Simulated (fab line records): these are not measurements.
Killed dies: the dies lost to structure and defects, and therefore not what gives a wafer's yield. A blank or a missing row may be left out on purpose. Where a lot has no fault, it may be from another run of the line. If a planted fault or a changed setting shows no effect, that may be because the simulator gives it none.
Chamber matching || flow n5-finfet || N5_MOL_CONTACT_COAG_DESCUM_88 on rie-diel-02: 4 sister chambers
The step chemistry O2, time 7 s. 4 wafers are shown with their chamber, then 8 later ones without.

## WAFERS, EACH WITH ITS CHAMBER
{"wafer": "L078.2", "chamber": 1, "showerhead-plenum-p-Torr (Torr)": 1.94}
{"wafer": "L085.6", "chamber": 0, "showerhead-plenum-p-Torr (Torr)": 2.01}
{"wafer": "L088.6", "chamber": 2, "showerhead-plenum-p-Torr (Torr)": 2.06}
{"wafer": "L094.1", "chamber": 3, "showerhead-plenum-p-Torr (Torr)": 2.08}

## WAFERS WITHOUT THEIR CHAMBER
{"wafer": "L094.2", "showerhead-plenum-p-Torr (Torr)": 2.05}
{"wafer": "L094.4", "showerhead-plenum-p-Torr (Torr)": 2.01}
{"wafer": "L095.1", "showerhead-plenum-p-Torr (Torr)": 2.08}
{"wafer": "L095.3", "showerhead-plenum-p-Torr (Torr)": 2.05}
{"wafer": "L095.4", "showerhead-plenum-p-Torr (Torr)": 2.01}
{"wafer": "L096.2", "showerhead-plenum-p-Torr (Torr)": 2.19}
{"wafer": "L096.3", "showerhead-plenum-p-Torr (Torr)": 2.00}
{"wafer": "L096.6", "showerhead-plenum-p-Torr (Torr)": 2.00}

## CHAMBER TAKEN BY EACH
{"wafer": "L094.2", "from the rows above": "can't be placed: 2 or 3 or 0", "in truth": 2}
{"wafer": "L094.4", "from the rows above": "can't be placed: 0 or 2 or 1 or 3", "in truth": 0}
{"wafer": "L095.1", "from the rows above": "can't be placed: 3 or 2 or 0", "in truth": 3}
{"wafer": "L095.3", "from the rows above": "can't be placed: 2 or 3 or 0", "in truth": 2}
{"wafer": "L095.4", "from the rows above": "can't be placed: 0 or 2 or 1 or 3", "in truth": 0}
{"wafer": "L096.2", "from the rows above": "can't be placed: 3 or 2 or 0", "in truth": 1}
{"wafer": "L096.3", "from the rows above": "can't be placed: 0 or 1 or 2 or 3", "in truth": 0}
{"wafer": "L096.6", "from the rows above": "can't be placed: 0 or 1 or 2 or 3", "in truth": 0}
Placed correctly: 0 of 8. Unplaceable from these rows: 8, with the true chamber sitting among the candidates in 7. 0 placed wrongly.
How it was worked out, from the rows above alone: a wafer's distance from a chamber is the root of the sum, over the readings, of the square of ((its reading less the chamber's mean) divided by the reading's scatter). The wafer belongs to the nearest chamber; if the next one is less than 2 further off, it can't be placed. The mean given for a chamber averages the wafers shown for that chamber. The scatter: root of mean squared gap, hidden wafer to nearest shown wafer, with one shown wafer a chamber.
